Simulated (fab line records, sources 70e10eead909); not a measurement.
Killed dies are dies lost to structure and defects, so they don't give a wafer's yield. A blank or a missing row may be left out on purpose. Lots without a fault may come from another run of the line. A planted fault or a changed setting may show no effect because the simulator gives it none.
Which tool did it? | flow nand_harc | 24 lots, 72 wafers sampled, at 5 steps of a route of 1159

WHAT THE GAUGES READ, wafer by wafer
NHARC_A_CONTACT_CD_MEAS_15. Usual: cd_nm 90.0 nm, standard deviation 0.66.
lot  | measured     | on        | cd_nm (nm)     | flag
L074 | day 16 22:50 | cd_sem-03 | 90.4 90.7 89.8 |
L077 | day 17 08:29 | cd_sem-01 | 89.3 89.9 89.0 |
L075 | day 17 09:56 | cd_sem-02 | 90.0 89.7 90.5 |
L076 | day 17 18:20 | cd_sem-02 | 90.2 90.4 90.0 |
L078 | day 17 20:05 | cd_sem-02 | 89.6 90.4 90.6 |
L080 | day 18 14:56 | cd_sem-03 | 90.6 90.0 90.3 |
L079 | day 19 00:33 | cd_sem-02 | 89.3 89.1 89.5 |
L081 | day 19 01:46 | cd_sem-01 | 90.1 90.3 91.1 |
L083 | day 19 04:02 | cd_sem-02 | 91.3 90.1 91.6 |
L084 | day 19 14:08 | cd_sem-02 | 89.7 89.3 90.9 |
L082 | day 19 15:04 | cd_sem-02 | 90.1 89.9 89.0 |
L087 | day 20 03:34 | cd_sem-01 | 89.2 89.8 89.5 |
L085 | day 20 05:31 | cd_sem-03 | 90.9 91.2 90.3 |
L089 | day 20 10:26 | cd_sem-03 | 89.5 89.5 90.3 |
L086 | day 20 12:20 | cd_sem-01 | 89.2 88.9 89.3 |
L090 | day 21 01:46 | cd_sem-03 | 89.8 90.7 89.4 |
L088 | day 21 03:07 | cd_sem-03 | 90.4 89.2 89.5 |
L091 | day 21 15:01 | cd_sem-03 | 89.0 89.0 89.6 |
L092 | day 21 15:19 | cd_sem-03 | 90.3 90.2 88.9 |
L094 | day 22 06:11 | cd_sem-01 | 90.2 90.2 90.7 |
L093 | day 22 09:08 | cd_sem-03 | 90.4 89.7 89.9 |
L095 | day 22 10:32 | cd_sem-01 | 90.0 89.6 90.9 |
L096 | day 23 09:38 | cd_sem-01 | 89.6 89.5 89.5 |
L097 | day 24 02:19 | cd_sem-03 | 90.1 91.0 89.8 |

NHARC_A_BLC_OVL_MEAS_11. Usual: overlay_x_nm 0.2 nm, standard deviation 0.81; overlay_y_nm 0.0 nm, standard deviation 0.73.
lot  | measured     | on         | overlay_x_nm (nm) | overlay_y_nm (nm) | flag
L074 | day 17 01:53 | overlay-01 | -0.4 -0.3 -0.6    | 0.2 -0.1 0.2      |
L077 | day 17 17:29 | overlay-02 | 1.2 0.6 0.6       | -0.5 -0.3 -0.3    |
L075 | day 17 18:08 | overlay-01 | -0.1 0.2 0.2      | -0.5 -0.5 -0.6    |
L076 | day 17 21:31 | overlay-01 | 0.1 0.4 0.3       | 0.4 1.2 0.1       |
L078 | day 17 23:12 | overlay-02 | -1.7 -1.5 -2.1    | 0.3 0.2 0.0       |
L080 | day 18 17:59 | overlay-02 | 0.0 1.1 0.1       | -0.6 -0.1 0.1     |
L079 | day 19 03:44 | overlay-02 | -1.5 -1.2 -1.6    | -0.6 -0.9 -1.2    |
L081 | day 19 09:40 | overlay-02 | -0.6 -0.5 -0.3    | 1.1 0.0 0.1       |
L083 | day 19 12:22 | overlay-01 | 0.3 0.8 0.2       | -0.3 0.5 0.4      |
L084 | day 19 18:10 | overlay-01 | 0.4 0.2 -0.2      | 1.0 1.1 0.8       |
L082 | day 19 19:04 | overlay-01 | 1.2 1.3 0.7       | -0.6 -0.8 -1.0    |
L087 | day 20 08:15 | overlay-01 | 0.0 -0.6 -0.5     | 1.1 1.1 1.7       |
L085 | day 20 09:08 | overlay-01 | 0.6 0.6 0.4       | 1.0 0.9 0.6       |
L089 | day 20 15:15 | overlay-02 | -0.4 -0.4 -1.1    | -0.1 -0.1 0.1     |
L086 | day 20 15:31 | overlay-01 | -0.2 0.4 0.1      | 1.4 0.0 0.7       |
L090 | day 21 11:49 | overlay-02 | 1.7 0.9 1.7       | 0.7 0.9 0.7       |
L088 | day 21 15:22 | overlay-01 | -0.3 -0.2 0.3     | -1.7 -1.1 -1.5    |
L091 | day 21 22:10 | overlay-02 | -0.3 -0.1 0.5     | -0.1 -0.1 0.1     |
L092 | day 21 22:45 | overlay-02 | 0.7 1.3 0.9       | 0.6 0.7 0.9       |
L094 | day 22 09:31 | overlay-02 | 1.7 1.1 1.0       | 0.3 0.0 0.1       |
L093 | day 22 12:07 | overlay-02 | 0.8 1.4 1.4       | 0.0 -0.3 -1.1     |
L095 | day 22 20:59 | overlay-02 | -0.5 -0.4 -0.4    | -0.9 -0.7 -0.3    |
L096 | day 23 13:13 | overlay-01 | 0.1 0.0 -0.2      | -0.6 0.2 0.3      |
L097 | day 24 12:45 | overlay-01 | 0.2 0.5 0.3       | -0.5 0.0 -0.3     |

NHARC_A_BLC_INSPECT_12. Usual: raw_defect_count 30, standard deviation 14.
lot  | measured     | on                | raw_defect_count | flag
L074 | day 17 01:56 | defect_inspect-01 | 27 27 24         |
L077 | day 17 17:32 | defect_inspect-01 | 18 16 18         |
L075 | day 17 18:10 | defect_inspect-01 | 9 14 10          |
L076 | day 17 21:33 | defect_inspect-01 | 31 26 39         |
L078 | day 17 23:14 | defect_inspect-02 | 20 29 32         |
L080 | day 18 18:01 | defect_inspect-02 | 18 16 21         |
L079 | day 19 03:46 | defect_inspect-02 | 32 37 24         |
L081 | day 19 09:42 | defect_inspect-02 | 32 29 18         |
L083 | day 19 12:23 | defect_inspect-01 | 38 26 30         |
L084 | day 19 18:13 | defect_inspect-02 | 11 9 10          |
L082 | day 19 19:07 | defect_inspect-02 | 29 31 34         |
L087 | day 20 08:17 | defect_inspect-02 | 14 8 8           |
L085 | day 20 09:11 | defect_inspect-01 | 28 26 29         |
L089 | day 20 15:17 | defect_inspect-02 | 45 36 28         |
L086 | day 20 15:33 | defect_inspect-01 | 48 45 49         |
L090 | day 21 11:52 | defect_inspect-01 | 50 49 42         |
L088 | day 21 15:24 | defect_inspect-02 | 29 42 34         |
L091 | day 21 22:12 | defect_inspect-02 | 20 16 11         |
L092 | day 21 22:47 | defect_inspect-02 | 60 72 57         |
L094 | day 22 09:33 | defect_inspect-02 | 69 61 62         |
L093 | day 22 12:08 | defect_inspect-02 | 24 30 28         |
L095 | day 22 21:01 | defect_inspect-02 | 59 41 52         |
L096 | day 23 13:15 | defect_inspect-02 | 19 25 24         |
L097 | day 24 12:47 | defect_inspect-01 | 25 29 27         |

WHICH TOOL RAN EACH LOT (tool, then ch and the chambers of the sampled wafers, then the start)
lot  | NHARC_A_CONTACT_ETCH_134             | NHARC_A_CONTACT_ETCH_136
L074 | har_cap_etch-02 ch 0,1, day 16 21:34 | har_cap_etch-02 ch 0,1, day 16 21:52
L077 | har_cap_etch-03 ch 0,1, day 17 06:52 | har_cap_etch-03 ch 0,1, day 17 07:17
L075 | har_cap_etch-01 ch 0,1, day 17 08:40 | har_cap_etch-01 ch 0,1, day 17 08:58
L076 | har_cap_etch-02 ch 0,1, day 17 17:00 | har_cap_etch-02 ch 0,1, day 17 17:19
L078 | har_cap_etch-01 ch 0,1, day 17 18:44 | har_cap_etch-01 ch 0,1, day 17 19:04
L080 | har_cap_etch-01 ch 0,1, day 18 13:21 | har_cap_etch-01 ch 0,1, day 18 13:46
L079 | har_cap_etch-03 ch 0,1, day 18 23:13 | har_cap_etch-03 ch 0,1, day 18 23:32
L081 | har_cap_etch-01 ch 0,1, day 19 00:23 | har_cap_etch-01 ch 0,1, day 19 00:41
L083 | har_cap_etch-03 ch 0,1, day 19 02:46 | har_cap_etch-03 ch 0,1, day 19 03:04
L084 | har_cap_etch-02 ch 0,1, day 19 12:49 | har_cap_etch-02 ch 0,1, day 19 13:08
L082 | har_cap_etch-01 ch 0,1, day 19 13:50 | har_cap_etch-01 ch 0,1, day 19 14:07
L087 | har_cap_etch-02 ch 0,1, day 20 02:16 | har_cap_etch-02 ch 0,1, day 20 02:34
L085 | har_cap_etch-01 ch 0,1, day 20 04:12 | har_cap_etch-01 ch 0,1, day 20 04:31
L089 | har_cap_etch-01 ch 0,1, day 20 08:56 | har_cap_etch-01 ch 0,1, day 20 09:15
L086 | har_cap_etch-01 ch 0,1, day 20 10:58 | har_cap_etch-01 ch 0,1, day 20 11:17
L090 | har_cap_etch-03 ch 0,1, day 21 00:28 | har_cap_etch-03 ch 0,1, day 21 00:47
L088 | har_cap_etch-01 ch 0,1, day 21 01:49 | har_cap_etch-01 ch 0,1, day 21 02:08
L091 | har_cap_etch-02 ch 0,1, day 21 13:38 | har_cap_etch-02 ch 0,1, day 21 13:58
L092 | har_cap_etch-03 ch 0,1, day 21 14:02 | har_cap_etch-03 ch 0,1, day 21 14:20
L094 | har_cap_etch-03 ch 0,1, day 22 04:52 | har_cap_etch-03 ch 0,1, day 22 05:11
L093 | har_cap_etch-02 ch 0,1, day 22 07:31 | har_cap_etch-02 ch 0,1, day 22 07:56
L095 | har_cap_etch-01 ch 1, day 22 09:14   | har_cap_etch-01 ch 1, day 22 09:33
L096 | har_cap_etch-01 ch 0,1, day 23 08:19 | har_cap_etch-01 ch 0,1, day 23 08:38
L097 | har_cap_etch-01 ch 0,1, day 24 00:59 | har_cap_etch-01 ch 0,1, day 24 01:18
- NHARC_A_CONTACT_ETCH_134: etches the open film in C4F8/O2/Ar, time 140 s, target depth 700 nm.
- NHARC_A_CONTACT_ETCH_136: etches the open film in C4F8/O2/Ar, time 132 s, target depth 1287 nm.

WHAT THE TOOLS THEMSELVES READ (means of the sampled wafers that have a number; where no wafer has one, the mark that the record gives instead)
The record holds no such reading with a usual standard deviation.

THE ANSWER, worked out from the rows above alone
Rule: a lot is off if the mean of its wafers that have a number lies more than 3 standard deviations from the usual mean. A lot without any number at a reading at which 4 lots or more have one is off too. The other lots that the step has rows for count as sound. The gauges are gone through in route order, then the tools' own readings, and for those a lot's mean is taken as printed above. The first step at which some lot is off is used, and at that step the reading that is off furthest; a lot without a number counts as furthest.
No lot is off at any reading shown: from this, nothing can be told.

WHAT THE SIMULATOR HAD PUT IN
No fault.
